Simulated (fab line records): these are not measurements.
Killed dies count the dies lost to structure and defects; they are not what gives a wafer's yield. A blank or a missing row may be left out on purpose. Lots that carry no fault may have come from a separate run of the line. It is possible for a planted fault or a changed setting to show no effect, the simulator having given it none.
fab line records / flow nandHarc
record: lots: 14 wafers: 42 lastDay: 25
route steps=1159 shown A_SOURCE_PLATE@418 A_BONDPAD@1083 THIN_TSV@1127 END@1159
lots with no fault: from the same line, run without faults
startH: the number of hours between the record's first day and the start of the first shown wafer of the lot / waitH: hours elapsed since this lot's preceding step / " the same as in the row above / L1.1+2: a row that stands for several wafers / - no value, or no start was given / * or withheld: withheld / < > ~ a bound
route shown NAME@n: a module of which the file shows steps, and the number in the route of the first / usual: the fault-free wafers' mean and standard deviation / same: alike in all rows / chamber/n: place in a boat / sites: the reading at each site / _std_site: their standard deviation / _edge_site: inner sites' mean taken away from outer sites' mean / radiusMm: for every site, how far away it sits from the centre of the wafer / mask NAME#n: copy n / behind: the most recent tool/chamber to have shaped the wafer / hold: why the lot went on hold/how many hours it stayed there/how the hold came to an end / device: the n, p or np transistor that did not switch / end of line: the same wafers' tests at the end of the route / where a step has no rows: the recipe by itself / killed: dies that structure and defects cost at the first sort, which is not the same as the wafer's yield / map: the dies of a wafer, with x for killed, . for not killed, _ for no die there
set.NAME: the setting the step ran with; set.NAME@STEP: the setting that earlier step ran with / model.NAME: the simulator's own value behind a step, which no gauge read
the route's steps for a sample of lots (tables are steps, rows are wafers)
services: when a tool's chamber went out of use (startH, in hours from the record's first day, below 0 if earlier), for how many hours, and the reason
== steps ==
step: NHARC_A_SOURCE_PLATE_CVD_03
recipe: targetThkA: 2000 tempC: 620 pressureMtorr: 200 timeS: 4000 material: poly-Si
same: timeS: 4000
lot.wafer=L817.1+2+5 tool=lpcvdPoly-04 chamber=0 startH=153.53 waitH=-
lot.wafer=L818.1+4+6 tool=lpcvdPoly-04 chamber=0 startH=153.53 waitH=-
lot.wafer=L820.4+5+6 tool=lpcvdPoly-03 chamber=0 startH=163.29 waitH=-
lot.wafer=L821.1+3+4 tool=lpcvdPoly-02 chamber=0 startH=170.72 waitH=-
lot.wafer=L822.1+4+5 tool=lpcvdPoly-02 chamber=0 startH=170.72 waitH=-
lot.wafer=L823.1+3+4 tool=lpcvdPoly-04 chamber=0 startH=182.71 waitH=-
lot.wafer=L824.1+3+6 tool=lpcvdPoly-04 chamber=0 startH=182.71 waitH=-
lot.wafer=L825.1+2+4 tool=lpcvdPoly-04 chamber=0 startH=200.10 waitH=-
lot.wafer=L826.1+2+4 tool=lpcvdPoly-04 chamber=0 startH=200.10 waitH=-
lot.wafer=L828.1+4+5 tool=lpcvdPoly-04 chamber=0 startH=205.24 waitH=-
lot.wafer=L829.1+3+5 tool=lpcvdPoly-04 chamber=0 startH=223.57 waitH=-
lot.wafer=L831.1+3+5 tool=lpcvdPoly-04 chamber=0 startH=223.57 waitH=-
lot.wafer=L839.1+2+3 tool=lpcvdPoly-02 chamber=0 startH=275.64 waitH=-
lot.wafer=L840.3+4+6 tool=lpcvdPoly-02 chamber=0 startH=275.64 waitH=-
step: NHARC_A_BONDPAD_PRE_CLEAN_26
recipe: timeS: 30 tempC: 280 gas: H2/He
usual: heaterPowerW: 395/36
same: timeS: 30
lot.wafer=L818.4 tool=pvdSputter-01 chamber=- startH=- waitH=- heaterPowerW=436
lot.wafer=L818.1 tool=pvdSputter-01 chamber=- startH=- waitH=- heaterPowerW=396
lot.wafer=L818.6 tool=pvdSputter-01 chamber=- startH=- waitH=- heaterPowerW=416
lot.wafer=L817.1 tool=pvdSputter-03 chamber=- startH=- waitH=- heaterPowerW=415
lot.wafer=L817.2 tool=pvdSputter-03 chamber=- startH=- waitH=- heaterPowerW=386
lot.wafer=L817.5 tool=pvdSputter-03 chamber=- startH=- waitH=- heaterPowerW=348
lot.wafer=L820.4 tool=pvdSputter-02 chamber=- startH=- waitH=- heaterPowerW=382
lot.wafer=L820.6 tool=pvdSputter-02 chamber=- startH=- waitH=- heaterPowerW=393
lot.wafer=L820.5 tool=pvdSputter-02 chamber=- startH=- waitH=- heaterPowerW=429
lot.wafer=L821.3 tool=pvdSputter-03 chamber=- startH=- waitH=- heaterPowerW=439
lot.wafer=L821.1 tool=pvdSputter-03 chamber=- startH=- waitH=- heaterPowerW=347
lot.wafer=L821.4 tool=pvdSputter-03 chamber=- startH=- waitH=- heaterPowerW=398
lot.wafer=L822.4 tool=pvdSputter-01 chamber=- startH=- waitH=- heaterPowerW=412
lot.wafer=L822.1 tool=pvdSputter-01 chamber=- startH=- waitH=- heaterPowerW=398
lot.wafer=L822.5 tool=pvdSputter-01 chamber=- startH=- waitH=- heaterPowerW=426
lot.wafer=L823.1 tool=pvdSputter-01 chamber=- startH=- waitH=- heaterPowerW=435
lot.wafer=L823.4 tool=pvdSputter-01 chamber=- startH=- waitH=- heaterPowerW=422
lot.wafer=L823.3 tool=pvdSputter-01 chamber=- startH=- waitH=- heaterPowerW=400
lot.wafer=L824.3 tool=pvdSputter-03 chamber=- startH=- waitH=- heaterPowerW=443
lot.wafer=L824.1 tool=pvdSputter-03 chamber=- startH=- waitH=- heaterPowerW=340
lot.wafer=L824.6 tool=pvdSputter-03 chamber=- startH=- waitH=- heaterPowerW=430
lot.wafer=L825.1 tool=pvdSputter-01 chamber=- startH=- waitH=- heaterPowerW=435
lot.wafer=L825.4 tool=pvdSputter-01 chamber=- startH=- waitH=- heaterPowerW=432
lot.wafer=L825.2 tool=pvdSputter-01 chamber=- startH=- waitH=- heaterPowerW=401
lot.wafer=L826.4 tool=pvdSputter-01 chamber=- startH=- waitH=- heaterPowerW=409
lot.wafer=L826.2 tool=pvdSputter-01 chamber=- startH=- waitH=- heaterPowerW=437
lot.wafer=L826.1 tool=pvdSputter-01 chamber=- startH=- waitH=- heaterPowerW=428
lot.wafer=L828.1 tool=pvdSputter-03 chamber=- startH=- waitH=- heaterPowerW=443
lot.wafer=L828.4 tool=pvdSputter-03 chamber=- startH=- waitH=- heaterPowerW=409
lot.wafer=L828.5 tool=pvdSputter-03 chamber=- startH=- waitH=- heaterPowerW=379
lot.wafer=L829.1 tool=pvdSputter-03 chamber=- startH=- waitH=- heaterPowerW=407
lot.wafer=L829.3 tool=pvdSputter-03 chamber=- startH=- waitH=- heaterPowerW=444
lot.wafer=L829.5 tool=pvdSputter-03 chamber=- startH=- waitH=- heaterPowerW=384
lot.wafer=L831.3 tool=pvdSputter-03 chamber=- startH=- waitH=- heaterPowerW=370
lot.wafer=L831.1 tool=pvdSputter-03 chamber=- startH=- waitH=- heaterPowerW=404
lot.wafer=L831.5 tool=pvdSputter-03 chamber=- startH=- waitH=- heaterPowerW=375
lot.wafer=L839.2 tool=pvdSputter-02 chamber=- startH=- waitH=- heaterPowerW=394
lot.wafer=L839.1 tool=pvdSputter-02 chamber=- startH=- waitH=- heaterPowerW=438
lot.wafer=L839.3 tool=pvdSputter-02 chamber=- startH=- waitH=- heaterPowerW=348
lot.wafer=L840.3 tool=pvdSputter-03 chamber=- startH=- waitH=- heaterPowerW=443
lot.wafer=L840.4 tool=pvdSputter-03 chamber=- startH=- waitH=- heaterPowerW=333
lot.wafer=L840.6 tool=pvdSputter-03 chamber=- startH=- waitH=- heaterPowerW=441
step: NHARC_A_BONDPAD_PVD_17
recipe: targetThkA: 50 biasV: 168.6 powerW: 15000 chamberPressurePa: 0.12 timeS: 8.06 substrateTempC: 50 material: TaN
usual: throttleValvePct: 30.0/1.1
same: timeS: 8.06
lot.wafer=L818.1 tool=pvdSputter-01 chamber=- startH=- waitH=- throttleValvePct=30.0
lot.wafer=L818.4 tool=pvdSputter-01 chamber=- startH=- waitH=- throttleValvePct=28.8
lot.wafer=L818.6 tool=pvdSputter-01 chamber=- startH=- waitH=- throttleValvePct=28.3
lot.wafer=L817.2 tool=pvdSputter-03 chamber=- startH=- waitH=- throttleValvePct=29.4
lot.wafer=L817.1 tool=pvdSputter-03 chamber=- startH=- waitH=- throttleValvePct=30.5
lot.wafer=L817.5 tool=pvdSputter-03 chamber=- startH=- waitH=- throttleValvePct=29.7
lot.wafer=L820.4 tool=pvdSputter-02 chamber=- startH=- waitH=- throttleValvePct=28.2
lot.wafer=L820.5 tool=pvdSputter-02 chamber=- startH=- waitH=- throttleValvePct=30.3
lot.wafer=L820.6 tool=pvdSputter-02 chamber=- startH=- waitH=- throttleValvePct=31.0
lot.wafer=L821.3 tool=pvdSputter-03 chamber=- startH=- waitH=- throttleValvePct=31.7
lot.wafer=L821.1 tool=pvdSputter-03 chamber=- startH=- waitH=- throttleValvePct=29.4
lot.wafer=L821.4 tool=pvdSputter-03 chamber=- startH=- waitH=- throttleValvePct=29.5
lot.wafer=L822.1 tool=pvdSputter-01 chamber=- startH=- waitH=- throttleValvePct=31.0
lot.wafer=L822.4 tool=pvdSputter-01 chamber=- startH=- waitH=- throttleValvePct=28.1
lot.wafer=L822.5 tool=pvdSputter-01 chamber=- startH=- waitH=- throttleValvePct=31.1
lot.wafer=L823.4 tool=pvdSputter-01 chamber=- startH=- waitH=- throttleValvePct=28.8
lot.wafer=L823.3 tool=pvdSputter-01 chamber=- startH=- waitH=- throttleValvePct=28.3
lot.wafer=L823.1 tool=pvdSputter-01 chamber=- startH=- waitH=- throttleValvePct=29.8
lot.wafer=L824.3 tool=pvdSputter-03 chamber=- startH=- waitH=- throttleValvePct=31.4
lot.wafer=L824.1 tool=pvdSputter-03 chamber=- startH=- waitH=- throttleValvePct=29.8
lot.wafer=L824.6 tool=pvdSputter-03 chamber=- startH=- waitH=- throttleValvePct=31.7
lot.wafer=L825.1 tool=pvdSputter-01 chamber=- startH=- waitH=- throttleValvePct=28.1
lot.wafer=L825.2 tool=pvdSputter-01 chamber=- startH=- waitH=- throttleValvePct=30.2
lot.wafer=L825.4 tool=pvdSputter-01 chamber=- startH=- waitH=- throttleValvePct=28.6
lot.wafer=L826.1 tool=pvdSputter-01 chamber=- startH=- waitH=- throttleValvePct=28.2
lot.wafer=L826.2 tool=pvdSputter-01 chamber=- startH=- waitH=- throttleValvePct=30.0
lot.wafer=L826.4 tool=pvdSputter-01 chamber=- startH=- waitH=- throttleValvePct=28.9
lot.wafer=L828.4 tool=pvdSputter-03 chamber=- startH=- waitH=- throttleValvePct=29.0
lot.wafer=L828.1 tool=pvdSputter-03 chamber=- startH=- waitH=- throttleValvePct=31.5
lot.wafer=L828.5 tool=pvdSputter-03 chamber=- startH=- waitH=- throttleValvePct=29.2
lot.wafer=L829.1 tool=pvdSputter-03 chamber=- startH=- waitH=- throttleValvePct=31.6
lot.wafer=L829.3 tool=pvdSputter-03 chamber=- startH=- waitH=- throttleValvePct=30.3
lot.wafer=L829.5 tool=pvdSputter-03 chamber=- startH=- waitH=- throttleValvePct=31.6
lot.wafer=L831.3 tool=pvdSputter-03 chamber=- startH=- waitH=- throttleValvePct=30.5
lot.wafer=L831.1 tool=pvdSputter-03 chamber=- startH=- waitH=- throttleValvePct=29.7
lot.wafer=L831.5 tool=pvdSputter-03 chamber=- startH=- waitH=- throttleValvePct=31.5
lot.wafer=L839.3 tool=pvdSputter-02 chamber=- startH=- waitH=- throttleValvePct=29.2
lot.wafer=L839.1 tool=pvdSputter-02 chamber=- startH=- waitH=- throttleValvePct=30.4
lot.wafer=L839.2 tool=pvdSputter-02 chamber=- startH=- waitH=- throttleValvePct=28.4
lot.wafer=L840.3 tool=pvdSputter-03 chamber=- startH=- waitH=- throttleValvePct=32.0
lot.wafer=L840.4 tool=pvdSputter-03 chamber=- startH=- waitH=- throttleValvePct=29.4
lot.wafer=L840.6 tool=pvdSputter-03 chamber=- startH=- waitH=- throttleValvePct=28.8
step: NHARC_THIN_TSV_DEGAS_49
recipe: tempC: 300 timeS: 120
usual: heaterPowerW: 446/40
same: timeS: 120
lot.wafer=L818.1 tool=pvdSputter-02 chamber=- startH=436.33 waitH=0.2 heaterPowerW=490
lot.wafer=L818.4 tool=pvdSputter-02 chamber=- startH=436.33 waitH=0.2 heaterPowerW=387
lot.wafer=L818.6 tool=pvdSputter-02 chamber=- startH=436.33 waitH=0.2 heaterPowerW=384
lot.wafer=L817.1 tool=pvdSputter-03 chamber=- startH=437.46 waitH=0.1 heaterPowerW=452
lot.wafer=L817.2 tool=pvdSputter-03 chamber=- startH=437.46 waitH=0.1 heaterPowerW=486
lot.wafer=L817.5 tool=pvdSputter-03 chamber=- startH=437.46 waitH=0.1 heaterPowerW=449
lot.wafer=L820.4 tool=pvdSputter-02 chamber=- startH=439.90 waitH=0.1 heaterPowerW=398
lot.wafer=L820.6 tool=pvdSputter-02 chamber=- startH=439.90 waitH=0.1 heaterPowerW=489
lot.wafer=L820.5 tool=pvdSputter-02 chamber=- startH=439.90 waitH=0.1 heaterPowerW=394
lot.wafer=L821.1 tool=pvdSputter-03 chamber=- startH=456.69 waitH=0.1 heaterPowerW=443
lot.wafer=L821.3 tool=pvdSputter-03 chamber=- startH=456.69 waitH=0.1 heaterPowerW=491
lot.wafer=L821.4 tool=pvdSputter-03 chamber=- startH=456.69 waitH=0.1 heaterPowerW=390
lot.wafer=L822.4 tool=pvdSputter-02 chamber=- startH=458.19 waitH=0.1 heaterPowerW=493
lot.wafer=L822.1 tool=pvdSputter-02 chamber=- startH=458.19 waitH=0.1 heaterPowerW=444
lot.wafer=L822.5 tool=pvdSputter-02 chamber=- startH=458.19 waitH=0.1 heaterPowerW=483
lot.wafer=L824.3 tool=pvdSputter-01 chamber=- startH=464.92 waitH=0.1 heaterPowerW=510
lot.wafer=L824.1 tool=pvdSputter-01 chamber=- startH=464.92 waitH=0.1 heaterPowerW=466
lot.wafer=L824.6 tool=pvdSputter-01 chamber=- startH=464.92 waitH=0.1 heaterPowerW=493
lot.wafer=L823.3 tool=pvdSputter-02 chamber=- startH=466.29 waitH=0.1 heaterPowerW=484
lot.wafer=L823.4 tool=pvdSputter-02 chamber=- startH=466.29 waitH=0.1 heaterPowerW=394
lot.wafer=L823.1 tool=pvdSputter-02 chamber=- startH=466.29 waitH=0.1 heaterPowerW=404
lot.wafer=L825.1 tool=pvdSputter-01 chamber=- startH=482.60 waitH=0.1 heaterPowerW=451
lot.wafer=L825.2 tool=pvdSputter-01 chamber=- startH=482.60 waitH=0.1 heaterPowerW=445
lot.wafer=L825.4 tool=pvdSputter-01 chamber=- startH=482.60 waitH=0.1 heaterPowerW=507
lot.wafer=L826.2 tool=pvdSputter-02 chamber=- startH=483.93 waitH=0.1 heaterPowerW=397
lot.wafer=L826.1 tool=pvdSputter-02 chamber=- startH=483.93 waitH=0.1 heaterPowerW=398
lot.wafer=L826.4 tool=pvdSputter-02 chamber=- startH=483.93 waitH=0.1 heaterPowerW=453
lot.wafer=L828.1 tool=pvdSputter-02 chamber=- startH=493.97 waitH=0.2 heaterPowerW=384
lot.wafer=L828.4 tool=pvdSputter-02 chamber=- startH=493.97 waitH=0.2 heaterPowerW=394
lot.wafer=L828.5 tool=pvdSputter-02 chamber=- startH=493.97 waitH=0.2 heaterPowerW=451
lot.wafer=L829.3 tool=pvdSputter-01 chamber=- startH=495.13 waitH=0.1 heaterPowerW=447
lot.wafer=L829.1 tool=pvdSputter-01 chamber=- startH=495.13 waitH=0.1 heaterPowerW=489
lot.wafer=L829.5 tool=pvdSputter-01 chamber=- startH=495.13 waitH=0.1 heaterPowerW=475
lot.wafer=L831.1 tool=pvdSputter-03 chamber=- startH=496.26 waitH=0.1 heaterPowerW=488
lot.wafer=L831.3 tool=pvdSputter-03 chamber=- startH=496.26 waitH=0.1 heaterPowerW=377
lot.wafer=L831.5 tool=pvdSputter-03 chamber=- startH=496.26 waitH=0.1 heaterPowerW=508
lot.wafer=L839.1 tool=pvdSputter-03 chamber=- startH=554.19 waitH=0.1 heaterPowerW=389
lot.wafer=L839.2 tool=pvdSputter-03 chamber=- startH=554.19 waitH=0.1 heaterPowerW=462
lot.wafer=L839.3 tool=pvdSputter-03 chamber=- startH=554.19 waitH=0.1 heaterPowerW=511
lot.wafer=L840.3 tool=pvdSputter-03 chamber=- startH=570.71 waitH=0.1 heaterPowerW=512
lot.wafer=L840.4 tool=pvdSputter-03 chamber=- startH=570.71 waitH=0.1 heaterPowerW=385
lot.wafer=L840.6 tool=pvdSputter-03 chamber=- startH=570.71 waitH=0.1 heaterPowerW=415
step: NHARC_END_SORT_01
recipe: tempC: 25
usual: killedAtArray: 28/11 killedAtOther: 0.8/1.1 killedAtPeriphery: 3.3/2.8 killedDies: 32/11 killedOpen: 3.3/1.9 killedShort: 1.9/1.4
same: grossDies: 677
lot.wafer=L831.1 tool=prober-02 chamber=0 startH=506.00 waitH=2.5 killedAtArray=59 killedAtOther=3 killedAtPeriphery=6 killedDies=68 killedOpen=1 killedShort=3
lot.wafer=L831.3 tool=prober-02 chamber=0 startH=507.63 waitH=3.1 killedAtArray=63 killedAtOther=5 killedAtPeriphery=5 killedDies=73 killedOpen=2 killedShort=0
lot.wafer=L831.5 tool=prober-02 chamber=0 startH=509.25 waitH=3.8 killedAtArray=77 killedAtOther=4 killedAtPeriphery=1 killedDies=82 killedOpen=0 killedShort=3
lot.wafer=L829.1 tool=prober-02 chamber=0 startH=513.88 waitH=2.5 killedAtArray=72 killedAtOther=1 killedAtPeriphery=5 killedDies=78 killedOpen=8 killedShort=3
lot.wafer=L829.3 tool=prober-02 chamber=0 startH=515.46 waitH=3.1 killedAtArray=65 killedAtOther=3 killedAtPeriphery=7 killedDies=75 killedOpen=5 killedShort=2
lot.wafer=L829.5 tool=prober-02 chamber=0 startH=517.04 waitH=3.7 killedAtArray=53 killedAtOther=0 killedAtPeriphery=5 killedDies=58 killedOpen=3 killedShort=1
killed by level:class
L831.1 A_SOURCE_PLATE:unspecified=26 A_CHANNEL_HOLE_D1:chamberFilmFlake=19 A_CONTACT:chamberFilmFlake=5 THIN_TSV:chamberFilmFlake=3 P_M1:chamberFilmFlake=2 A_SLIT:chamberFilmFlake=2 P_M0:geometricParticle:open=1 A_CONTACT:geometricParticle:short=1
L831.3 A_SOURCE_PLATE:unspecified=30 A_CHANNEL_HOLE_D1:chamberFilmFlake=19 A_STAIRCASE:chamberFilmFlake=6 A_CONTACT:chamberFilmFlake=6 THIN_TSV:chamberFilmFlake=5 P_M1:chamberFilmFlake=2 P_CONTACT:geometricParticle:open=1 P_M0:geometricParticle:open=1
L831.5 A_SOURCE_PLATE:unspecified=37 A_CHANNEL_HOLE_D1:chamberFilmFlake=21 A_STAIRCASE:chamberFilmFlake=8 A_CONTACT:chamberFilmFlake=7 THIN_TSV:chamberFilmFlake=4 A_WL_FILL:geometricParticle:short=1 A_M0:geometricParticle:short=1 A_M1:geometricParticle:short=1
L829.1 A_SOURCE_PLATE:unspecified=37 A_SLIT:chamberFilmFlake=11 A_CHANNEL_HOLE_D1:chamberFilmFlake=5 A_STAIRCASE:chamberFilmFlake=4 A_BLC:chamberFilmFlake=4 A_CONTACT:chamberFilmFlake=3 A_SOURCE_PLATE:geometricParticle:open=2 A_BLC:geometricParticle:open=2
L829.3 A_SOURCE_PLATE:unspecified=35 A_SLIT:chamberFilmFlake=17 A_STAIRCASE:chamberFilmFlake=4 A_BLC:chamberFilmFlake=3 P_CONTACT:geometricParticle:open=2 P_STI:chamberFilmFlake=2 THIN_TSV:chamberFilmFlake=2 P_M0:geometricParticle:open=1
L829.5 A_SOURCE_PLATE:unspecified=30 A_SLIT:chamberFilmFlake=10 A_CHANNEL_HOLE_D1:chamberFilmFlake=5 A_STAIRCASE:chamberFilmFlake=5 P_STI:chamberFilmFlake=3 P_CONTACT:geometricParticle:short=1 P_CONTACT:geometricParticle:open=1 A_CHANNEL_FILL_D1:geometricParticle:open=1
== services ==
tool=pvdSputter-01 chamber=- startH=158.83 hours=10.0 kind=pm
tool=pvdSputter-02 chamber=- startH=206.10 hours=2.2 kind=repair
tool=pvdSputter-03 chamber=- startH=207.74 hours=10.3 kind=repair
tool=pvdSputter-02 chamber=- startH=214.00 hours=10.0 kind=pm
tool=pvdSputter-01 chamber=- startH=240.30 hours=3.6 kind=repair
tool=pvdSputter-01 chamber=- startH=252.22 hours=3.2 kind=repair
tool=pvdSputter-01 chamber=- startH=262.63 hours=4.5 kind=repair
tool=pvdSputter-03 chamber=- startH=268.98 hours=3.2 kind=repair
tool=pvdSputter-03 chamber=- startH=280.08 hours=10.0 kind=pm
tool=lpcvdPoly-04 chamber=- startH=314.00 hours=26.0 kind=pm
tool=pvdSputter-01 chamber=- startH=336.83 hours=10.0 kind=pm
tool=pvdSputter-02 chamber=- startH=347.36 hours=5.8 kind=repair
tool=pvdSputter-02 chamber=- startH=392.00 hours=10.0 kind=pm
tool=pvdSputter-03 chamber=- startH=392.81 hours=0.6 kind=repair
tool=lpcvdPoly-02 chamber=- startH=403.78 hours=54.3 kind=repair
tool=pvdSputter-03 chamber=- startH=453.96 hours=1.3 kind=repair
tool=pvdSputter-03 chamber=- startH=458.08 hours=10.0 kind=pm
tool=pvdSputter-01 chamber=- startH=475.15 hours=3.3 kind=repair
tool=lpcvdPoly-02 chamber=- startH=494.00 hours=26.0 kind=pm
tool=pvdSputter-01 chamber=- startH=514.83 hours=10.0 kind=pm
tool=pvdSputter-01 chamber=- startH=540.76 hours=12.0 kind=repair
tool=pvdSputter-02 chamber=- startH=570.00 hours=10.0 kind=pm
== key ==
firstSign: step: NHARC_END_SORT_01 reading: killedDies direction: up sigmas: 3.6 usual: 32 struck: 72
effect: step: NHARC_END_SORT_01 reading: killedAtArray direction: up sigmas: 3.4 usual: 28 struck: 65
moreKillsBornAt: NHARC_A_SOURCE_PLATE_CVD_03@lpcvdPoly-04: 195
metAt NHARC_A_SOURCE_PLATE_CVD_03
struckLots L829,L831
struckWafers L829.1,L829.3,L829.5,L831.1,L831.3,L831.5
testerLeftOut L829,L831
notActingAt NHARC_A_BONDPAD_PRE_CLEAN_26,NHARC_A_BONDPAD_PVD_17,NHARC_THIN_TSV_DEGAS_49
onsetBetween 205.24 223.57
fault: kind: chamberParticleSource tool: lpcvdPoly-04 chamber: 0 onsetH: 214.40 steps: NHARC_A_SOURCE_PLATE_CVD_03 ratePerVisitCm2: 0.066829 endH: 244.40
testerLeftOut: of these lots the tester's yield and bins aren't shown, on N5 and GAA mostly nor the transistor test; their killed dies are dies lost to structure and defects alone, not to doping, threshold or leakage, so they don't give the yield
